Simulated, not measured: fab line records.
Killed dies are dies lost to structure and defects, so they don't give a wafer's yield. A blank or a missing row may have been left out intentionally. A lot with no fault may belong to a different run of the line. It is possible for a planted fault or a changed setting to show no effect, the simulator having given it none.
Chamber matching / flow nand_harc / NHARC_P_BONDPAD_STRIP_15 on rie_diel-11: 4 sister chambers
The step strips in O2. 8 wafers are shown with their chamber, then 7 later ones without.

## WAFERS PAIRED WITH THEIR CHAMBERS
wafer=L085.4; chamber=3; drypump_motor_current_A (A)=5.4; o2_flow_sccm (sccm)=499.6
wafer=L090.1; chamber=0; drypump_motor_current_A (A)=5.8; o2_flow_sccm (sccm)=501.1
wafer=L090.3; chamber=3; drypump_motor_current_A (A)=5.5; o2_flow_sccm (sccm)=498.4
wafer=L092.1; chamber=2; drypump_motor_current_A (A)=5.4; o2_flow_sccm (sccm)=501.4
wafer=L092.2; chamber=1; drypump_motor_current_A (A)=6.1; o2_flow_sccm (sccm)=501.3
wafer=L092.5; chamber=0; drypump_motor_current_A (A)=5.8; o2_flow_sccm (sccm)=502.0
wafer=L093.2; chamber=2; drypump_motor_current_A (A)=5.4; o2_flow_sccm (sccm)=499.1
wafer=L093.3; chamber=1; drypump_motor_current_A (A)=6.1; o2_flow_sccm (sccm)=497.6

## WAFERS WITHOUT THEIR CHAMBER
wafer=L093.4; drypump_motor_current_A (A)=5.9; o2_flow_sccm (sccm)=499.9
wafer=L094.2; drypump_motor_current_A (A)=6.1; o2_flow_sccm (sccm)=498.8
wafer=L094.4; drypump_motor_current_A (A)=5.8; o2_flow_sccm (sccm)=495.5
wafer=L094.5; drypump_motor_current_A (A)=6.1; o2_flow_sccm (sccm)=498.6
wafer=L096.1; drypump_motor_current_A (A)=5.4; o2_flow_sccm (sccm)=499.9
wafer=L096.3; drypump_motor_current_A (A)=6.1; o2_flow_sccm (sccm)=500.8
wafer=L096.6; drypump_motor_current_A (A)=5.9; o2_flow_sccm (sccm)=499.0

## WHICH CHAMBER EACH ONE RAN IN
wafer=L093.4; from the rows above=0; in truth=0
wafer=L094.2; from the rows above=1; in truth=1
wafer=L094.4; from the rows above=0; in truth=0
wafer=L094.5; from the rows above=1; in truth=1
wafer=L096.1; from the rows above=can't be placed: 2 or 3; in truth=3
wafer=L096.3; from the rows above=1; in truth=1
wafer=L096.6; from the rows above=0; in truth=0
6 of 7 placed correctly. Can't be placed from these rows: 1 (the true chamber is among the candidates in 1). 0 placed wrongly.
How it was worked out, from the rows above alone: a wafer's distance from a chamber is the root of the sum, over the readings, of the square of ((its reading less the chamber's mean) divided by the reading's scatter). If the next closest chamber is less than 2 further off than the closest, the wafer can't be placed; otherwise it belongs to the closest. A chamber's mean is the mean of its shown wafers. How the scatter is found: for the shown wafers, subtract from each reading the mean of its chamber, square and add these, divide the total by (wafers less chambers), then take the root.
